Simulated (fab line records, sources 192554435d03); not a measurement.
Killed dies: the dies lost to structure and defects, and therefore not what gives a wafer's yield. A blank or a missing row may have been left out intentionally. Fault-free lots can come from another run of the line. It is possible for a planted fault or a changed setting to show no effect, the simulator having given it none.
Split-lot trial    flow n5_finfet    7 lots, 21 wafers read, on a route of 1938 steps

ON THE SPLIT
At N5_BEOL_M11_PECVD_70 (deposits SiO2 from TEOS/O2, target thk 20 nm, time 22.7 s), the setting time_s was moved away from the recipe's 22.7 s on 4 of the 21 wafers read, by -12.5% to +13.7%. For the rest of the wafers, this setting stayed at what the recipe calls for.

The split's own step is where the reading is taken.

THE READING
SiO2_of_BEOL_M11_PECVD_70.thk_nm (the simulator's own value, which no gauge read), in nm, at N5_BEOL_M11_PECVD_70 (deposits SiO2 from TEOS/O2, target thk 20 nm, time 22.7 s). No usual value for it is given in the file. Average 19.9 nm, standard deviation 0.27 nm, over the 17 wafers here run with the recipe.

wafer   tool, chamber at the split  time_s as run, s  against the recipe  SiO2_of_BEOL_M11_PECVD_70.thk_nm, nm  against lot-mates on the recipe
L074.2  pecvd-03, 2                 22.7              recipe              19.8                                  -
L074.3  pecvd-03, 1                 22.7              recipe              19.6                                  -
L074.6  pecvd-03, 0                 22.7              recipe              20.6                                  -
L075.2  pecvd-01, 1,2               22.7              recipe              19.8                                  -
L075.6  pecvd-01, 1,2               22.7              recipe              19.8                                  -
L075.3  pecvd-01, 2                 22.7              recipe              19.4                                  -
L084.1  pecvd-01, 2                 19.86             -12.5%              17.2                                  -2.6
L084.5  pecvd-01, 1                 22.7              recipe              20                                    -
L084.6  pecvd-01, 2                 22.7              recipe              19.6                                  -
L087.3  pecvd-02, 2,0               22.7              recipe              20                                    -
L087.4  pecvd-02, 2,0               22.7              recipe              20                                    -
L087.6  pecvd-02, 0                 22.7              recipe              20.2                                  -
L085.2  pecvd-03, 0                 22.7              recipe              20                                    -
L085.4  pecvd-03, 2                 25.82             +13.7%              22.6                                  +2.5
L085.6  pecvd-03, 0                 22.7              recipe              20.2                                  -
L090.2  pecvd-02, 0                 22.7              recipe              20                                    -
L090.5  pecvd-02, 0                 22.7              recipe              20                                    -
L090.3  pecvd-02, 2                 24.95             +9.9%               21.6                                  +1.6
L088.1  pecvd-03, 0                 22.7              recipe              20                                    -
L088.3  pecvd-03, 1                 22.7              recipe              19.8                                  -
L088.4  pecvd-03, 0                 23.85             +5.1%               21.4                                  +1.5
Rows listing several chambers each stand for several wafers; the file does not say which wafer went through which chamber.

FIT RESULTS
A straight line over all 21 wafers: SiO2_of_BEOL_M11_PECVD_70.thk_nm changes by +0.202 nm for each +1% of time_s; r = +0.96; the points scatter about the line by 0.29 nm.
The same after taking each lot's own level away (the mean of its wafers on the recipe; 21 wafers): +0.193 nm for each +1%; r = +0.97; scatter 0.26 nm.
That fit puts the effect of the largest move of time_s on the reading at 2.6 nm.
The lots' own levels span 19.67 to 20.10 nm, that is 1.6 times the standard deviation above.
Hence the lot-to-lot level has little effect on the slope; both slopes agree.
Check: for one of the wafers moved furthest among these (+13.7%), held out of the fit, the line's prediction against its lot-mates is +2.74 nm. It came out at +2.5 nm against them.

FURTHER SPLITS ON THESE WAFERS
Other splits were also applied to these wafers ahead of the reading. Each is held against what the fit with the lots' levels taken away leaves over:
other split on the same wafers  wafers away from the commonest value  r with SiO2_of_BEOL_M11_PECVD_70.thk_nm (lot level and that fit taken away)
N5_BEOL_M8_EXPOSE_25 dose_mj    9                                     -0.06
N5_BEOL_M10_COAT_05 spin_rpm    7                                     -0.18
N5_BEOL_M10_ETCH_62 time_s      7                                     -0.11

THE FILE'S OWN FIT
SiO2_of_BEOL_M11_PECVD_70.thk_nm changes by +0.192 nm for each +1% of time_s, r = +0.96.
